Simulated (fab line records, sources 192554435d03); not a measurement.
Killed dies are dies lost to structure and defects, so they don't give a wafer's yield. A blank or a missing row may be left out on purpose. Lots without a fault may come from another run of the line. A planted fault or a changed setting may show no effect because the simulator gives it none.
Chamber matching | flow n5_finfet | N5_BEOL_M2_STRIP_36 on rie_diel-04: 4 sister chambers
The step strips in N2/H2. 14 wafers are shown with their chamber, then 7 later ones without.

WAFERS WITH THEIR CHAMBER
wafer  | chamber | throttle_valve_pct (%) | showerhead_plenum_p_Torr (Torr) | oes_product_au (a.u.)
L081.1 | 1       | 23.3                   | 2.49                            | 0.66
L081.5 | 1       | 23.3                   | 2.49                            | 0.67
L081.6 | 2       | 23.7                   | 2.41                            | 0.71
L086.1 | 2       | 23.7                   | 2.40                            | 0.70
L086.3 | 1       | 23.2                   | 2.49                            | 0.96
L086.5 | 2       | 23.7                   | 2.40                            | 0.69
L090.1 | 0       | 23.7                   | 2.72                            | 0.89
L090.2 | 3       | 23.6                   | 2.57                            | 0.86
L090.5 | 3       | 23.6                   | 2.57                            | 0.85
L092.2 | 1       | 23.2                   | 2.49                            | 0.93
L092.3 | 0       | 23.7                   | 2.72                            | 0.88
L092.4 | 1       | 23.2                   | 2.48                            | 0.92
L094.2 | 2       | 23.3                   | 2.72                            | 0.99
L094.3 | 1       | 23.2                   | 2.48                            | 0.93

SIGNATURES (means of the wafers above)
reading                  | chamber 0 | chamber 1 | chamber 2 | chamber 3 | scatter within a chamber
throttle_valve_pct       | 23.700    | 23.233    | 23.600    | 23.600    | 0.115
showerhead_plenum_p_Torr | 2.7200    | 2.4867    | 2.4825    | 2.5700    | 0.0868
oes_product_au           | 0.8850    | 0.8450    | 0.7725    | 0.8550    | 0.127
Rule: a wafer's distance from a chamber is the root of the sum, over the readings, of the square of ((its reading less the chamber's mean) divided by the reading's scatter). The wafer belongs to the nearest chamber; if the next one is less than 2 further off, it can't be placed. The scatter: the root of (the sum of the squares of (reading less its chamber's mean) over the shown wafers, divided by (wafers less chambers)).

WAFERS WITHOUT THEIR CHAMBER
wafer  | throttle_valve_pct (%) | showerhead_plenum_p_Torr (Torr) | oes_product_au (a.u.)
L094.5 | 23.3                   | 2.72                            | 0.98
L095.1 | 23.7                   | 2.71                            | 0.88
L095.3 | 23.2                   | 2.48                            | 0.93
L095.4 | 23.6                   | 2.57                            | 0.84
L097.1 | 23.2                   | 2.48                            | 0.91
L097.3 | 23.6                   | 2.57                            | 0.84
L097.5 | 23.7                   | 2.71                            | 0.88

WHICH CHAMBER EACH WENT THROUGH
wafer  | from the rows above               | in truth
L094.5 | can't be placed: 1 or 3 or 0 or 2 | 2
L095.1 | can't be placed: 0 or 3           | 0
L095.3 | 1                                 | 1
L095.4 | can't be placed: 3 or 2 or 0      | 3
L097.1 | 1                                 | 1
L097.3 | can't be placed: 3 or 2 or 0      | 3
L097.5 | can't be placed: 0 or 3           | 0
Placed correctly: 2 of 7. Can't be placed from these rows: 5 (the true chamber is among the candidates in 5). Placed wrongly: 0.
